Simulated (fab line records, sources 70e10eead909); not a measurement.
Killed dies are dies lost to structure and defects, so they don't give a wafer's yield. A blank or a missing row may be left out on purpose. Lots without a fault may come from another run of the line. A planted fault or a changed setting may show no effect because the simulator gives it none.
A sampling plan put to the test | flow nand_harc | one fab line, 33 faults that these records tell of, each judged on the records of the lots that it struck
The plan is the line's own looks: the steps of the route at which a gauge or an inspection reads the wafer and doesn't change it. A look can be judged if struck wafers have a number there and the file gives its usual mean and standard deviation on fault-free wafers. Caught: at a look after the fault's first step, the mean of the struck wafers lies 4 or more of those standard deviations (sigma) from the usual mean. On the tool: the same test on the tool's own readings at the fault's steps. Another recipe on the struck wafers, or a record that is blank for them alone, also counts as caught.

THE FAULTS, as the simulator had put them in
1. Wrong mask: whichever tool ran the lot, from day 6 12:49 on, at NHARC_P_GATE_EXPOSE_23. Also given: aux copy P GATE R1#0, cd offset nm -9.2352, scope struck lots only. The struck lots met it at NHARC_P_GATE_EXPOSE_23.
2. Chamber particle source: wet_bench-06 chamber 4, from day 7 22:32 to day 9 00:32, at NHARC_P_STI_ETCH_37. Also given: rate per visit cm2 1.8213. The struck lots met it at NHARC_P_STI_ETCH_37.
3. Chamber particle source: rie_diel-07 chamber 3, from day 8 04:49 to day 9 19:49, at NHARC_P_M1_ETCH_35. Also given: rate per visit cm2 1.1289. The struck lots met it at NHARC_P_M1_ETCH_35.
4. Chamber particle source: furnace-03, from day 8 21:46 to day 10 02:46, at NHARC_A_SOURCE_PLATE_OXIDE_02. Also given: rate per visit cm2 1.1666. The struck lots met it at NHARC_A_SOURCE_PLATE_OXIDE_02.
5. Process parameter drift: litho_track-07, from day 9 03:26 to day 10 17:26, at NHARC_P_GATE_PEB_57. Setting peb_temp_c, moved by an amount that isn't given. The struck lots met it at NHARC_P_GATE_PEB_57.
6. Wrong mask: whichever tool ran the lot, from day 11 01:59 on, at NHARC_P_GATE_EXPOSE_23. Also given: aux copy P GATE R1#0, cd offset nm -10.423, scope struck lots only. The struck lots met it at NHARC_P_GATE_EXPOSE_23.
7. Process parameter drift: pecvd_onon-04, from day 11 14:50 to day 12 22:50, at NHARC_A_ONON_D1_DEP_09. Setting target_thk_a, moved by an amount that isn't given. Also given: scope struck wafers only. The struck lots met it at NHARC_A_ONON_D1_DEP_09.
8. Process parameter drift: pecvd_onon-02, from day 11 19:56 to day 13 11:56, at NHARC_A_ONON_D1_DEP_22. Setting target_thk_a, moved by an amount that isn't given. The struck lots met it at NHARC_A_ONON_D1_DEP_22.
9. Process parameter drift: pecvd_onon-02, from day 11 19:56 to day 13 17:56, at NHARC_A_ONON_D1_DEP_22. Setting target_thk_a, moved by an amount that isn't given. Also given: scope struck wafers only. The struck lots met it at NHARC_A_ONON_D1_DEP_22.
10. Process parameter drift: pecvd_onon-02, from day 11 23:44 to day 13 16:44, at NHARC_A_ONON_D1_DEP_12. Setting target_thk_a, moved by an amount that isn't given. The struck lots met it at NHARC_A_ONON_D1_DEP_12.
11. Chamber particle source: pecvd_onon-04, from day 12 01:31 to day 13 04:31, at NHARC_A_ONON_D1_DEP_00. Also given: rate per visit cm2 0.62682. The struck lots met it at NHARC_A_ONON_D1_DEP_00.
12. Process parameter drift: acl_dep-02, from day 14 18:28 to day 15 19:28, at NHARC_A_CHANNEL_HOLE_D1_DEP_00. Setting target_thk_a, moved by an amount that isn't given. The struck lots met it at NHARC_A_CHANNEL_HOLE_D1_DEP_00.
13. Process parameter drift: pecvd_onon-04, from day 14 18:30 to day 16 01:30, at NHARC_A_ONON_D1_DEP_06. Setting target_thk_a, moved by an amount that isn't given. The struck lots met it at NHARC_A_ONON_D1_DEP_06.
14. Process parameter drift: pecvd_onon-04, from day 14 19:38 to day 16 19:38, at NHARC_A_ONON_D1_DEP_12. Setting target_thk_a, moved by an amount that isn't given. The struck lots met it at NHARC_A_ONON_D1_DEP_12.
15. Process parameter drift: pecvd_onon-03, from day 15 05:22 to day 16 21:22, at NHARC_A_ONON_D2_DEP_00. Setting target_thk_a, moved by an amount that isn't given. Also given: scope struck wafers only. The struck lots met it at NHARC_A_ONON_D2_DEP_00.
16. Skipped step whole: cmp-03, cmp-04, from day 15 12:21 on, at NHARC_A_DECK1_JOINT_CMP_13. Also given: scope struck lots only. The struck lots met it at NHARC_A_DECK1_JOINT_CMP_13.
17. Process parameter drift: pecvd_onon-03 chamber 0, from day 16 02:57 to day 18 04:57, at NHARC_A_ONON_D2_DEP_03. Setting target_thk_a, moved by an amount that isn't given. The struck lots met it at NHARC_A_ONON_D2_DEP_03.
18. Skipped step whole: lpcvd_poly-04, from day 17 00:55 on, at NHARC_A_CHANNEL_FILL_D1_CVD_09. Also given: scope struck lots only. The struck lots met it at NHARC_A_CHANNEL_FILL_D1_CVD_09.
19. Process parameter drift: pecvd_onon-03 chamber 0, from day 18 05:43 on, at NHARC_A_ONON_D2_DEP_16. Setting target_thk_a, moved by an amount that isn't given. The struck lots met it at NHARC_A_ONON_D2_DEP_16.
20. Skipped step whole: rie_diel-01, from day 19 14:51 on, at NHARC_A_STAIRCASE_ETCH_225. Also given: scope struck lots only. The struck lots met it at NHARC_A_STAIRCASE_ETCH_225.
21. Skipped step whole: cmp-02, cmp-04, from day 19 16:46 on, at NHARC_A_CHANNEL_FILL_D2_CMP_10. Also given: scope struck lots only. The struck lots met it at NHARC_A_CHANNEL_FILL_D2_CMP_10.
22. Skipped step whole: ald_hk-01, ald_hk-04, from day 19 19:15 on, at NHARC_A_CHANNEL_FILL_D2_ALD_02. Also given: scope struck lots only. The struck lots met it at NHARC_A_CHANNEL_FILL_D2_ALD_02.
23. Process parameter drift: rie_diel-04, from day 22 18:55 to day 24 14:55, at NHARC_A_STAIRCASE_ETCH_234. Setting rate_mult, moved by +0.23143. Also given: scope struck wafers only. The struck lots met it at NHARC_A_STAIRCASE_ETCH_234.
24. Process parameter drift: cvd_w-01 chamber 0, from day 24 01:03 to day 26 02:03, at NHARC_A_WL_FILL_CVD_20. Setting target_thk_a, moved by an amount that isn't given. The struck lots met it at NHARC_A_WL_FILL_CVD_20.
25. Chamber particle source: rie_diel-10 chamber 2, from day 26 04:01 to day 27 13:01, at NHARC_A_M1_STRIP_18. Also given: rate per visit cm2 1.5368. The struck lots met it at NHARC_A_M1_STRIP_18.
26. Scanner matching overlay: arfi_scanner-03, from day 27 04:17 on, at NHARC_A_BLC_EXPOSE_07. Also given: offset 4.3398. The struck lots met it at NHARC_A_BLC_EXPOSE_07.
27. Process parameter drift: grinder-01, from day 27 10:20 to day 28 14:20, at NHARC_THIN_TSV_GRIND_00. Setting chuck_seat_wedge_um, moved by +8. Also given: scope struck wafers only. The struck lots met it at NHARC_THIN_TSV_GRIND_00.
28. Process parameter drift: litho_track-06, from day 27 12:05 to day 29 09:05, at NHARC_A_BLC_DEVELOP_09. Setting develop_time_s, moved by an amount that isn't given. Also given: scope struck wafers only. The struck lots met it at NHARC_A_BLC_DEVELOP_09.
29. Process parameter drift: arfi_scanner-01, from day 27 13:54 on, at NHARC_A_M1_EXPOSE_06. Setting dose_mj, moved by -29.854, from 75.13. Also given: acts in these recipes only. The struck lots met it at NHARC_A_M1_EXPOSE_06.
30. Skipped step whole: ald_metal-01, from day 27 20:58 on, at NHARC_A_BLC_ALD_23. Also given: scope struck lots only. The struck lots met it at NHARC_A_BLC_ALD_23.
31. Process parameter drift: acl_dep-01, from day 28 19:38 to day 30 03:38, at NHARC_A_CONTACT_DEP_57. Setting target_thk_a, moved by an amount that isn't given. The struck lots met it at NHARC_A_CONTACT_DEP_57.
32. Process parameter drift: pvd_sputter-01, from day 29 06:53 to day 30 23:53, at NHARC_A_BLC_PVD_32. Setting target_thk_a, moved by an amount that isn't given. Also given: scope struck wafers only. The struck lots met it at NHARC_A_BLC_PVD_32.
33. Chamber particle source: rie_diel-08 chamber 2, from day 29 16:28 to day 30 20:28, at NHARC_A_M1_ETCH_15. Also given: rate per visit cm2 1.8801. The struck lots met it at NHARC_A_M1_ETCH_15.

WHAT THE PLAN SAW
fault | on the tool itself                               | first look that catches it                      | reading, sigma                                         | median hours from its first step to that look | hours from the fault's start to the first struck lot there | judged looks passed uncaught
1     | under 2 sigma                                    | NHARC_P_GATE_CD_MEAS_26                         | cd_nm -11                                              | 0.1                                           | 4                                                          | 0
2     | no reading that can be judged                    | NHARC_P_STI_INSPECT_25                          | raw_defect_count +14                                   | 8.1                                           | 14                                                         | 0
3     | under 2 sigma                                    | NHARC_END_SORT_01                               | killed_at_periphery +10                                | 439.7                                         | 446                                                        | 0
4     | under 2 sigma                                    | NHARC_A_SOURCE_PLATE_INSPECT_08                 | raw_defect_count +31                                   | 17.8                                          | 25                                                         | 0
5     | plate_temp_C -27 sigma                           | not the one look that can be judged after it    | strongest: cd_nm at NHARC_P_GATE_CD_MEAS_59, -2.7      | -                                             | -                                                          | 1
6     | under 2 sigma                                    | NHARC_P_GATE_CD_MEAS_26                         | cd_nm -11                                              | 0.1                                           | 1                                                          | 0
7     | under 2 sigma                                    | NHARC_A_ONON_D1_THK_MEAS_11                     | thk_nm -31                                             | 0.5                                           | 16                                                         | 0
8     | under 2 sigma                                    | NHARC_A_ONON_D1_THK_MEAS_24                     | thk_nm -33                                             | 0.5                                           | 8                                                          | 0
9     | no reading that can be judged                    | none of the 4 looks that can be judged after it | strongest: thk_nm at NHARC_A_ONON_D1_THK_MEAS_24, +3.5 | -                                             | -                                                          | 4
10    | under 2 sigma                                    | NHARC_A_ONON_D1_THK_MEAS_14                     | thk_nm -42                                             | 0.5                                           | 8                                                          | 0
11    | no reading that can be judged                    | NHARC_END_SORT_01                               | killed_at_array +4.2                                   | 401.5                                         | 404                                                        | 0
12    | under 2 sigma                                    | NHARC_END_SORT_01                               | killed_at_array +27                                    | 386.5                                         | 388                                                        | 0
13    | under 2 sigma                                    | NHARC_A_ONON_D1_THK_MEAS_08                     | thk_nm -17                                             | 0.4                                           | 6                                                          | 0
14    | no reading that can be judged                    | NHARC_A_ONON_D1_THK_MEAS_14                     | thk_nm +98                                             | 0.4                                           | 6                                                          | 0
15    | no reading that can be judged                    | NHARC_A_ONON_D2_THK_MEAS_02                     | thk_nm +64                                             | 0.4                                           | 14                                                         | 0
16    | the tool's record is blank for the struck wafers | NHARC_A_DECK1_JOINT_THK_MEAS_14                 | thk_nm +22                                             | 0.3                                           | 4                                                          | 0
17    | under 2 sigma                                    | NHARC_A_ONON_D2_THK_MEAS_05                     | thk_nm -44                                             | 0.5                                           | 8                                                          | 0
18    | the tool's record is blank for the struck wafers | NHARC_END_SORT_01                               | killed_at_array +30                                    | 329.0                                         | 333                                                        | 0
19    | under 2 sigma                                    | NHARC_A_ONON_D2_THK_MEAS_18                     | thk_nm -71                                             | 0.4                                           | 13                                                         | 0
20    | the tool's record is blank for the struck wafers | NHARC_END_SORT_01                               | killed_at_array +30                                    | 202.7                                         | 194                                                        | 0
21    | the tool's record is blank for the struck wafers | NHARC_END_SORT_01                               | killed_at_array +30                                    | 218.5                                         | 220                                                        | 1
22    | the tool's record is blank for the struck wafers | NHARC_END_SORT_01                               | killed_at_array +30                                    | 263.4                                         | 267                                                        | 0
23    | oes_product_au +11 sigma                         | NHARC_END_SORT_01                               | killed_at_array +5.8                                   | 195.3                                         | 202                                                        | 0
24    | under 2 sigma                                    | no look after it can be judged                  | -                                                      | -                                             | -                                                          | 0
25    | under 2 sigma                                    | NHARC_END_SORT_01                               | defect_limited_yield -5.2                              | 39.9                                          | 59                                                         | 1
26    | no reading that can be judged                    | NHARC_A_BLC_OVL_MEAS_11                         | overlay_x_nm +5.7                                      | 0.2                                           | 7                                                          | 0
27    | under 2 sigma                                    | NHARC_END_SORT_01                               | killed_at_other +99 or beyond                          | 20.2                                          | 36                                                         | 2
28    | no reading that can be judged                    | none of the 3 looks that can be judged after it | -                                                      | -                                             | -                                                          | 3
29    | exposure_dose_mJ_cm2 -99 or beyond sigma         | NHARC_A_M1_CD_MEAS_09                           | cd_nm -27                                              | 0.1                                           | 36                                                         | 0
30    | the tool's record is blank for the struck wafers | NHARC_END_SORT_01                               | killed_at_array +30                                    | 43.0                                          | 49                                                         | 0
31    | under 2 sigma                                    | NHARC_END_SORT_01                               | killed_at_array +30                                    | 67.5                                          | 70                                                         | 0
32    | under 2 sigma                                    | NHARC_END_SORT_01                               | killed_at_array +30                                    | 43.0                                          | 48                                                         | 0
33    | under 2 sigma                                    | NHARC_END_SORT_01                               | killed_at_array +5.5                                   | 34.3                                          | 49                                                         | 3
A dash: the fault isn't caught, or these records don't give the number.

Caught at a look: 29 of 33. Caught on the tool: 9 of 33. By one or the other: 30 of 33.
Caught on the tool alone: fault 5.
Caught at a look alone: faults 1, 2, 3, 4, 6, 7, 8, 10, 11, 12, 13, 14, 15, 17, 19, 25, 26, 27, 31, 32, 33.
Caught by neither: faults 9, 24, 28.

THINNER SAMPLING
If the look that catches a fault measured only every second or every third lot, by lot number, the first struck lot would be measured this late in the worst case:
fault | struck lots at that look, in order of time | every lot | every second lot | every third lot
1     | L265                                       | 4 h       | may miss it      | may miss it
2     | L829                                       | 14 h      | may miss it      | may miss it
3     | L311, L313                                 | 446 h     | may miss all 2   | may miss all 2
4     | L953, L952                                 | 25 h      | 25 h             | may miss all 2
6     | L581                                       | 1 h       | may miss it      | may miss it
7     | L217, L218                                 | 16 h      | 27 h             | may miss all 2
8     | L539, L541, L542                           | 8 h       | 35 h             | may miss all 3
10    | L163, L164                                 | 8 h       | 18 h             | may miss all 2
11    | L671, L672                                 | 404 h     | 413 h            | may miss all 2
12    | L880, L879, L881                           | 388 h     | 394 h            | 408 h
13    | L379, L381                                 | 6 h       | may miss all 2   | may miss all 2
14    | L456, L458                                 | 6 h       | may miss all 2   | may miss all 2
15    | L247, L248, L250                           | 14 h      | 29 h             | may miss all 3
16    | L413, L414, L416                           | 4 h       | 17 h             | may miss all 3
17    | L356, L359                                 | 8 h       | 29 h             | may miss all 2
18    | L253, L252                                 | 333 h     | 340 h            | may miss all 2
19    | L250, L252, L254                           | 13 h      | may miss all 3   | 50 h
20    | L943, L944, L945                           | 194 h     | 217 h            | 222 h
21    | L706, L707                                 | 220 h     | 221 h            | may miss all 2
22    | L392, L391                                 | 267 h     | 274 h            | may miss all 2
23    | L103, L106, L108                           | 202 h     | 214 h            | may miss all 3
25    | L609, L611                                 | 59 h      | may miss all 2   | may miss all 2
26    | L267, L273                                 | 7 h       | may miss all 2   | may miss all 2
27    | L286                                       | 36 h      | may miss it      | may miss it
29    | L361, L363                                 | 36 h      | may miss all 2   | may miss all 2
30    | L700, L699                                 | 49 h      | 65 h             | may miss all 2
31    | L836, L838                                 | 70 h      | may miss all 2   | may miss all 2
32    | L851, L854, L853                           | 48 h      | 61 h             | may miss all 3
33    | L111                                       | 49 h      | may miss it      | may miss it
Hours are from the fault's start to the first struck lot that is measured. The limit of 4 sigma was tested on all struck wafers together, so one lot alone may lie under it. Other struck lots may not be in these records.

THE LONGEST TIMED WAY FROM STEP TO LOOK
Fault 3: a median of 439.7 hours passes between NHARC_P_M1_ETCH_35 and NHARC_END_SORT_01. No look between them can be judged.
